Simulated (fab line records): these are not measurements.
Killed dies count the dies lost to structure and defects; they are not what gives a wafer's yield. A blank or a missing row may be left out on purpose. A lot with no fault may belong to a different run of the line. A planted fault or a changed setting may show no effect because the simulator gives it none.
Chamber matching + flow nand harc + NHARC_P_M0_STRIP_18 on rie diel-04 has 4 sister chambers
The step strips in N2/H2. 7 wafers are shown with their chamber, then 7 later ones without.

## EACH WAFER AND ITS CHAMBER
| wafer  | chamber | drypump motor current A (A) | rf vpp V (V) |
|--------|---------|-----------------------------|--------------|
| L085.6 | 1       | 6.4                         | 90.5         |
| L084.5 | 3       | 5.4                         | 90.0         |
| L087.1 | 2       | 5.7                         | 89.8         |
| L087.5 | 3       | 5.4                         | 89.9         |
| L087.6 | 0       | 5.1                         | 89.9         |
| L091.2 | 0       | 5.2                         | 90.2         |
| L091.4 | 1       | 6.4                         | 92.5         |

## WAFERS MISSING THEIR CHAMBER
| wafer  | drypump motor current A (A) | rf vpp V (V) |
|--------|-----------------------------|--------------|
| L091.5 | 6.4                         | 91.4         |
| L096.1 | 5.4                         | 90.1         |
| L096.4 | 6.4                         | 91.7         |
| L096.6 | 5.7                         | 90.1         |
| L097.1 | 5.2                         | 89.8         |
| L097.4 | 5.8                         | 90.0         |
| L097.5 | 6.4                         | 93.0         |

## WHICH CHAMBER EACH WENT THROUGH
| wafer  | from the rows above | in truth |
|--------|---------------------|----------|
| L091.5 | 1                   | 1        |
| L096.1 | 3                   | 3        |
| L096.4 | 1                   | 1        |
| L096.6 | 2                   | 2        |
| L097.1 | 0                   | 0        |
| L097.4 | 2                   | 2        |
| L097.5 | 1                   | 1        |
Correctly placed: 7 of 7. Not placeable from these rows: 0. 0 placed wrongly.
How it was worked out, from the rows above alone: a wafer's distance from a chamber is the root of the sum, over the readings, of the square of ((its reading less the chamber's mean) divided by the reading's scatter). The wafer belongs to the nearest chamber; if the next one is less than 2 further off, it can't be placed. A chamber's mean is the mean of its shown wafers. The scatter is the square root of a quotient: the sum, over the shown wafers, of each reading's squared deviation from its chamber's mean, divided by wafers minus chambers.
